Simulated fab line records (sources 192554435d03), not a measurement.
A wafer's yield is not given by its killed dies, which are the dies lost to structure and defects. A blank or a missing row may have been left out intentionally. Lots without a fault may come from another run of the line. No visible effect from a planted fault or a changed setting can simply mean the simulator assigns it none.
fab line records	flow n5-finfet
record lots=6	wafers=18	last-day=16
route steps=1938 shown BEOL_M11@1554 PASSIVATION@1936
lots that met no fault: from a run of the same line without faults
start-h: start of the lot's first displayed wafer, in hours after the record's first day	wait-h: time in hours since the lot's previous step	" same as the row above	L1.1+2: a row that stands for several wafers	- no value present, or no start provided	* or withheld: withheld	< > ~ a bound
route shown NAME@n: NAME is a module with steps in the file, n the number in the route of the first one	usual: mean/standard deviation of fault-free wafers	same: alike in all rows	chamber/n: place in a boat	sites: the reading at each site	_std_site: the values' standard deviation	_edge_site: inner sites' mean taken away from outer sites' mean	radius-mm: for every site, how far away it sits from the centre of the wafer	mask NAME#n: copy n	behind: the most recent tool/chamber to have shaped the wafer	hold: the reason the lot was held/the length of the hold in hours/how it ended	device: the transistor (n, p or np) that didn't switch	end of line: tests of these same wafers at the route's end	a step given without rows: its recipe and nothing more	killed: at the first sort, the dies lost to defects and structure; wafer yield is something else	map: a wafer's dies, marking killed ones x, the rest . and places with no die _
set.NAME: the setting the step ran with; set.NAME@STEP: the setting that earlier step ran with	model.NAME: the simulator's own value behind a step, which no gauge read
lots at some steps of the route; a table a step, a row a wafer
services: the hour from which a tool's chamber was out of use, counted from the record's first day as start-h (under 0 if before that day), plus the number of hours and why
## steps
# step N5_BEOL_M11_ETCH_62
# recipe chemistry=N2/H2	target=SOC	target-depth-a=1100	overetch-a=220	mask-material=SiARC	temp-c=40	time-s=165	ion-energy-ev=200	pressure-mtorr=30	source-w=840	bias-w=150	n2-flow-sccm=200	h2-flow-sccm=200
# usual drypump-motor-current-A=5.6/0.47	n2-flow-sccm=200.0/0.57	oes-product-au=0.67/0.074	rf-vpp-V=524.2/2.5	showerhead-plenum-p-Torr=2.56/0.086	throttle-valve-pct=17.76/0.24
lot.wafer	tool	chamber	start-h	wait-h	drypump-motor-current-A	n2-flow-sccm	oes-product-au	rf-hours-counter-h	rf-vpp-V	showerhead-plenum-p-Torr	throttle-valve-pct
L463.4	rie-diel-05	1	244.15	0.1	5.0	199.7	0.61	-	524.4	2.61	17.79
L463.5	"	3	"	"	5.5	199.5	0.62	-	521.7	2.43	17.98
L463.6	"	2	"	"	6.4	199.8	0.57	-	519.4	2.40	18.18
L466.3	rie-diel-05	3	268.10	0.0	5.5	199.4	0.61	195	520.8	2.43	18.01
L466.4	"	2	"	"	6.3	200.2	0.57	249	519.7	2.40	18.20
L466.5	"	2	"	"	6.3	199.7	0.57	-	517.9	2.40	18.20
L473.2	rie-diel-05	0	300.33	0.0	6.4	200.6	0.79	18	522.0	2.49	17.79
L473.5	"	0	"	"	6.4	200.4	0.79	-	521.6	2.49	17.80
L473.6	"	3	"	"	5.5	199.7	0.61	-	521.0	2.42	18.04
L474.2	rie-diel-05	3	311.60	0.0	5.5	199.0	0.61	213	519.1	2.42	18.04
L474.4	"	1	"	"	5.0	199.5	0.59	250	523.6	2.60	17.83
L474.5	"	3	"	"	5.5	200.1	0.61	-	519.3	2.42	18.03
L477.4	rie-diel-02	1	337.12	0.0	5.4	199.4	0.69	71	526.4	2.57	17.61
L477.5	"	2	"	"	5.2	200.4	0.62	-	522.1	2.52	18.07
L477.6	"	1	"	"	5.4	200.1	0.69	-	524.2	2.57	17.60
L478.3	rie-diel-02	3	342.06	0.0	5.8	199.2	0.61	213	525.5	2.61	17.76
L478.5	"	1	"	"	5.4	200.5	0.68	-	524.9	2.57	17.61
L478.6	"	0	"	"	5.9	199.6	0.72	-	526.5	2.67	17.25
# step N5_BEOL_M11_STRIP_68
# recipe chemistry=N2/H2	temp-c=40	n2-flow-sccm=200	h2-flow-sccm=200	rf-frequency-hz=6e+07
# step N5_BEOL_M11_STRIP_67
# recipe chemistry=CF4	resist=SiARC	power-w=300	bias-power-w=75	pressure-mtorr=50	cf4-flow-sccm=150	rf-frequency-hz=6e+07
# usual bias-power-w=75.01/0.21	drypump-motor-current-A=5.6/0.47	oes-product-au=0.80/0.087	rf-vpp-V=271.4/1.5	showerhead-plenum-p-Torr=1.80/0.059	throttle-valve-pct=13.54/0.23
lot.wafer	tool	chamber	start-h	wait-h	bias-power-w	drypump-motor-current-A	oes-product-au	rf-hours-counter-h	rf-vpp-V	showerhead-plenum-p-Torr	throttle-valve-pct
L463.4	rie-diel-05	1	244.24	0.0	75.08	5.0	0.71	-	271.7	1.83	13.58
L463.5	"	3	"	"	74.91	5.5	0.74	-	270.9	1.71	13.73
L463.6	"	2	"	"	75.03	6.3	0.68	-	271.3	1.70	13.96
L466.3	rie-diel-05	3	268.24	0.0	74.70	5.5	0.71	195	267.7	1.71	13.75
L466.4	"	2	"	"	74.88	6.3	0.67	249	269.6	1.70	14.02
L466.5	"	2	"	"	74.64	6.4	0.68	-	268.2	1.70	14.01
L473.2	rie-diel-05	0	300.47	0.0	74.94	6.4	0.92	18	270.1	1.76	13.51
L473.5	"	0	"	"	74.92	6.5	0.93	-	271.3	1.76	13.51
L473.6	"	3	"	"	74.88	5.5	0.71	-	269.8	1.70	13.80
L474.2	rie-diel-05	3	311.75	0.0	74.72	5.5	0.71	213	268.5	1.70	13.79
L474.4	"	1	"	"	75.28	5.0	0.70	250	271.3	1.83	13.61
L474.5	"	3	"	"	74.74	5.5	0.71	-	270.5	1.70	13.78
L477.4	rie-diel-02	1	337.27	0.0	74.85	5.4	0.81	71	271.6	1.81	13.34
L477.5	"	2	"	"	74.97	5.2	0.73	-	270.2	1.78	13.82
L477.6	"	1	"	"	74.85	5.4	0.80	-	272.4	1.81	13.32
L478.3	rie-diel-02	3	342.21	0.0	74.93	5.7	0.72	213	272.0	1.85	13.77
L478.5	"	1	"	"	75.19	5.4	0.81	-	272.5	1.81	13.32
L478.6	"	0	"	"	74.66	5.9	0.84	-	272.1	1.88	13.14
# step N5_BEOL_M11_HM_OPEN_17
# recipe chemistry=Cl2/BCl3	target-depth-a=200	overetch-a=60	target=TiN	mask-material=SOC	ion-energy-ev=150	pressure-mtorr=10	icp-w=1000	bias-w=126	Cl2_flow_sccm=53.25	bcl3-flow-sccm=21.75	Ar_flow_sccm=25
# usual drypump-motor-current-A=5.44/0.13	oes-product-au=0.67/0.08	throttle-valve-pct=22.20/0.19
lot.wafer	tool	chamber	start-h	wait-h	drypump-motor-current-A	oes-product-au	rf-hours-counter-h	throttle-valve-pct
L463.4	rie-metal-02	1	244.30	0.1	5.77	0.69	-	22.35
L463.5	"	0	"	"	5.32	0.83	-	21.81
L463.6	"	1	"	"	5.79	0.69	-	22.34
L466.3	rie-metal-03	0	268.32	0.1	5.36	0.60	-	22.39
L466.4	"	1	"	"	5.43	0.77	-	22.00
L466.5	"	0	"	"	5.39	0.60	-	22.40
L473.2	rie-metal-02	0	300.51	0.0	5.28	0.79	8	21.84
L473.5	"	1	"	"	5.81	0.67	-	22.35
L473.6	"	0	"	"	5.30	0.79	-	21.81
L474.2	rie-metal-01	1	311.79	0.0	5.42	0.57	88	22.21
L474.4	"	0	"	"	5.40	0.67	-	22.27
L474.5	"	0	"	"	5.41	0.67	-	22.30
L477.4	rie-metal-01	1	337.34	0.1	5.40	0.57	-	22.24
L477.5	"	0	"	"	5.40	0.67	-	22.30
L477.6	"	1	"	"	5.42	0.57	-	22.21
L478.3	rie-metal-03	0	342.28	0.1	5.39	0.58	-	22.41
L478.5	"	0	"	"	5.38	0.59	-	22.39
L478.6	"	1	"	"	5.45	0.73	-	22.01
# step N5_BEOL_M11_STRIP_19
# recipe chemistry=O2	power-w=400	temp-c=40	pressure-mtorr=30	rf-frequency-hz=6e+07	bias-power-w=0	overash-fraction=0.2	o2-flow-sccm=225
# usual drypump-motor-current-A=5.5/0.45	oes-product-au=0.78/0.086	rf-vpp-V=3.7/0.57	showerhead-plenum-p-Torr=2.09/0.056	throttle-valve-pct=16.68/0.18
# same bias-power-w=0
lot.wafer	tool	chamber	start-h	wait-h	drypump-motor-current-A	oes-product-au	rf-hours-counter-h	rf-vpp-V	showerhead-plenum-p-Torr	throttle-valve-pct
L463.4	rie-diel-03	3	244.41	0.1	5.3	0.68	214	2.7	2.07	16.69
L463.5	"	2	"	"	4.8	0.91	-	3.9	2.14	16.54
L463.6	"	3	"	"	5.3	0.69	-	3.2	2.07	16.70
L466.3	rie-diel-03	0	268.43	0.1	5.6	0.78	127	3.2	2.11	16.67
L466.4	"	3	"	"	5.3	0.68	225	3.5	2.06	16.71
L466.5	"	2	"	"	4.8	0.89	-	3.0	2.14	16.55
L473.2	rie-diel-05	0	300.62	0.1	6.5	0.94	18	2.9	2.06	16.65
L473.5	"	3	"	"	5.5	0.73	-	3.6	1.99	16.88
L473.6	"	0	"	"	6.4	0.93	-	3.3	2.06	16.64
L474.2	rie-diel-03	0	312.01	0.2	5.5	0.76	143	3.9	2.11	16.68
L474.4	"	0	"	"	5.5	0.77	-	3.3	2.11	16.69
L474.5	"	1	"	"	5.5	0.76	-	3.8	2.09	16.58
L477.4	rie-diel-03	2	337.42	0.1	4.8	0.86	57	3.9	2.13	16.60
L477.5	"	0	"	"	5.6	0.76	-	3.9	2.11	16.70
L477.6	"	1	"	"	5.4	0.75	-	2.7	2.09	16.60
L478.3	rie-diel-03	3	342.36	0.1	5.4	0.67	249	4.6	2.05	16.76
L478.5	"	2	"	"	4.8	0.86	-	3.8	2.13	16.61
L478.6	"	3	"	"	5.4	0.66	-	3.4	2.05	16.72
# step N5_BEOL_M11_CD_MEAS_18
# recipe pitch-nm=140	target-cd-nm=70
# usual cd-nm=70.0/0.47
lot.wafer	tool	chamber	start-h	wait-h	cd-nm
L463.4	cd-sem-01	-	244.48	0.1	69.6
L463.5	"	-	"	"	69.9
L463.6	"	-	"	"	69.4
L466.3	cd-sem-01	-	268.50	0.1	70.0
L466.4	"	-	"	"	70.2
L466.5	"	-	"	"	69.5
L473.2	cd-sem-03	-	300.70	0.1	70.3
L473.5	"	-	"	"	69.8
L473.6	"	-	"	"	69.9
L474.2	cd-sem-02	-	312.08	0.1	69.4
L474.4	"	-	"	"	70.2
L474.5	"	-	"	"	70.5
L477.4	cd-sem-01	-	337.50	0.1	69.7
L477.5	"	-	"	"	69.9
L477.6	"	-	"	"	70.3
L478.3	cd-sem-03	-	342.43	0.1	69.2
L478.5	"	-	"	"	69.8
L478.6	"	-	"	"	70.1
# step N5_BEOL_M11_COAT_63
# recipe resist=SOC	temp-c=250	time-s=60	spin-rpm=1500	resist-thk-nm=100
# step N5_BEOL_M11_COAT_64
# recipe resist=SiARC	temp-c=220	time-s=60	spin-rpm=1500	resist-thk-nm=30
# step N5_BEOL_M11_COAT_22
# recipe resist=CAR-ArF	spin-rpm=1500	resist-thk-nm=90
# step N5_BEOL_M11_EBR_24
# recipe solvent=PGMEA	ebr-width-mm=1.5
# step N5_BEOL_M11_SOFTBAKE_23
# recipe temp-c=110	time-s=60	resist=CAR-ArF
# step N5_BEOL_M11_EXPOSE_25
# recipe mask-id=V10	na=1.35	source-shape=annular	sigma-inner=0.5	sigma-outer=0.8	polarization=unpolarized	dose-mj=85.5
# step N5_BEOL_M11_PEB_26
# recipe peb-temp-c=withheld	peb-time-s=60	resist=CAR-ArF
lot.wafer	tool	chamber	start-h	wait-h
L463.4+5+6	litho-track-04	0	246.71	0.0
L466.3+4+5	litho-track-01	0	269.40	0.0
L473.2+5+6	litho-track-04	0	301.83	0.1
L474.2+4+5	litho-track-04	0	313.44	0.1
L477.4+5+6	litho-track-01	0	340.51	0.0
L478.3+5+6	litho-track-02	0	343.26	0.0
# step N5_BEOL_M11_DEVELOP_27
# recipe develop-time-s=30	developer=TMAH	resist=CAR-ArF	rinse-liquid=diw	dry=air-spin	dev-temp-c=23
# step N5_BEOL_M11_CD_MEAS_28
# recipe target-cd-nm=70	landing-energy-ev=500	detector=se-inlens	polarity=opening
# usual cd-nm=69.9/0.79
lot.wafer	tool	chamber	start-h	wait-h	cd-nm
L463.4	cd-sem-01	0	246.78	-	70.1
L463.5	"	0	"	"	70.1
L463.6	"	0	"	"	70.0
L466.3	cd-sem-03	0	269.46	-	69.5
L466.4	"	0	"	"	70.1
L466.5	"	0	"	"	69.8
L473.2	cd-sem-01	0	301.89	-	63.3
L473.5	"	0	"	"	64.2
L473.6	"	0	"	"	64.8
L474.2	cd-sem-01	0	313.51	-	64.3
L474.4	"	0	"	"	64.6
L474.5	"	0	"	"	63.2
L477.4	cd-sem-03	0	340.58	-	71.1
L477.5	"	0	"	"	70.5
L477.6	"	0	"	"	70.9
L478.3	cd-sem-03	0	343.33	-	69.9
L478.5	"	0	"	"	69.5
L478.6	"	0	"	"	69.9
# step N5_BEOL_M11_OVL_MEAS_29
# recipe points-per-wafer=44
# usual V10_OVL=0.2/0.79
lot.wafer	tool	chamber	start-h	wait-h	V10_OVL[nm]
L463.4	overlay-01	0	246.81	0.0	0.0
L463.5	"	0	"	"	-0.7
L463.6	"	0	"	"	-0.6
L466.3	overlay-01	0	269.49	0.0	1.4
L466.4	"	0	"	"	1.7
L466.5	"	0	"	"	1.3
L473.2	overlay-01	0	301.92	0.0	0.1
L473.5	"	0	"	"	0.4
L473.6	"	0	"	"	0.1
L474.2	overlay-02	0	313.54	0.0	-1.2
L474.4	"	0	"	"	-0.9
L474.5	"	0	"	"	-1.1
L477.4	overlay-01	0	340.60	0.0	-1.1
L477.5	"	0	"	"	0.2
L477.6	"	0	"	"	-0.7
L478.3	overlay-01	0	343.36	0.0	-0.1
L478.5	"	0	"	"	-0.1
L478.6	"	0	"	"	1.1
# step N5_PASSIVATION_PROBE_49
# usual defect-limited-yield=91.5/1.4	killed_at_M0_to_M3=33/10	killed_at_M4_up=13/5	killed-at-contacts=13/5.6	killed-at-front-end=38/12	killed-at-other=3.9/2.7	killed-dies=100/16	killed-open=66/13	killed-short=32/7.2	sort_bin_5_function=5.0/0.97	sort_bin_6_memory=3.2/0.61	sort-n-pass=1080/16	sort-yield-pct=91.5/1.4
# same gross-dies=1180	killed-at-back-side=0	sort_bin_4_leakage[%]=0	sort_bin_8_speed[%]=0
lot.wafer	tool	chamber	start-h	wait-h	defect-limited-yield[%]	killed_at_M0_to_M3	killed_at_M4_up	killed-at-contacts	killed-at-front-end	killed-at-other	killed-dies	killed-open	killed-short	sort_bin_5_function[%]	sort_bin_6_memory[%]	sort-n-pass	sort-yield-pct[%]
L473.5	prober-01	-	346.87	0.2	90.0	39	17	12	47	3	118	94	23	6.3	3.6	1062	90.0
L473.6	prober-01	-	346.92	0.3	91.6	42	14	12	30	1	99	62	36	4.9	2.9	1081	91.6
L474.2	prober-02	-	356.80	0.1	90.3	33	19	8	52	2	114	66	40	5.3	3.8	1066	90.3
L474.4	prober-02	-	356.90	0.2	92.3	48	11	7	20	5	91	66	22	5.1	2.5	1089	92.3
L474.5	prober-02	-	356.95	0.2	92.1	30	9	11	37	6	93	68	22	4.2	3.6	1087	92.1
# killed by level:class
L473.5 STI_FIN_REVEAL:geometric-particle:open=25 BEOL_M3:geometric-particle:open=13 MOL_CONTACT_COAG:geometric-particle:open=10 BEOL_M1:geometric-particle:open=8 BEOL_M4:geometric-particle:open=8 BEOL_M0_SAQP:geometric-particle:short=5 BEOL_M2:geometric-particle:open=5 FIN_SAQP:geometric-particle:short=4
L473.6 BEOL_M0_SAQP:geometric-particle:open=12 BEOL_M0_SAQP:geometric-particle:short=9 MOL_CONTACT_COAG:geometric-particle:open=9 BEOL_M3:geometric-particle:open=8 STI_FIN_REVEAL:geometric-particle:open=5 BEOL_M1:geometric-particle:open=5 ILD0:geometric-particle:short=4 BEOL_M5:geometric-particle:open=4
L474.2 FIN_SAQP:geometric-particle:short=17 FIN_SAQP:geometric-particle:open=9 MOL_CONTACT_COAG:geometric-particle:open=7 BEOL_M3:geometric-particle:open=7 GATE_CUT:geometric-particle:short=6 BEOL_M0_SAQP:geometric-particle:open=6 BEOL_M1:geometric-particle:open=6 BEOL_M4:geometric-particle:open=6
L474.4 BEOL_M3:geometric-particle:open=17 BEOL_M1:geometric-particle:open=10 BEOL_M2:geometric-particle:open=8 MOL_CONTACT_COAG:geometric-particle:open=6 BEOL_M4:geometric-particle:open=5 STARTING-WAFER:geometric-particle:short=3 GATE_CUT:geometric-particle:short=3 BEOL_M0_SAQP:geometric-particle:short=3
L474.5 BEOL_M2:geometric-particle:open=12 MOL_CONTACT_COAG:geometric-particle:open=10 BEOL_M0:geometric-particle:open=6 FIN_SAQP:geometric-particle:short=5 STI_FIN_REVEAL:geometric-particle:open=5 FIN_SAQP:geometric-particle:open=4 ILD0:geometric-particle:open=4 ILD0:geometric-particle:short=4
## services
tool	chamber	start-h	hours	kind
rie-diel-05	0	241.21	-	clean
rie-diel-05	0	241.21	-	consumable-replace:focus-ring
rie-diel-05	0	241.21	16.2	scheduled-down
rie-diel-05	0	241.21	16.2	vent-cycle
rie-diel-02	-	243.38	28.1	pm
rie-diel-05	-	253.86	0.2	repair
rie-diel-05	2	270.57	-	clean
rie-diel-05	2	270.57	-	consumable-replace:focus-ring
rie-diel-05	2	270.57	-	consumable-replace:showerhead
rie-diel-05	2	270.57	31.4	scheduled-down
rie-diel-05	2	270.57	31.4	vent-cycle
litho-track-01	-	281.54	-	consumable-replace:filter
rie-diel-02	3	290.29	7.6	repair
rie-diel-02	1	297.44	11.5	repair
rie-metal-02	-	312.15	1.4	pm
rie-diel-03	0	312.23	12.7	repair
rie-diel-05	1	313.46	-	clean
rie-diel-05	1	313.46	-	consumable-replace:focus-ring
rie-diel-05	1	313.46	15.3	scheduled-down
rie-diel-05	1	313.46	15.3	vent-cycle
rie-metal-03	1	318.88	3.7	repair
## key
first-sign step=N5_BEOL_M11_CD_MEAS_28	reading=cd-nm	direction=down	sigmas=7.3	usual=69.9	struck=64.1
effect none on later readings
met-at N5_BEOL_M11_PEB_26
struck-wafers L473.2,L473.5,L473.6,L474.2,L474.4,L474.5
onset-between 246.71 301.83
also-fits N5_BEOL_M11_ETCH_62:rie-diel-05,N5_BEOL_M11_STRIP_67:rie-diel-05
fault kind=process-parameter-drift	tool=litho-track-04	chamber=-	onset-h=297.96	steps=N5_BEOL_M11_PEB_26	channel=peb-time-s	offset=*	shape=step	end-h=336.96	acts-in=*	stated=*
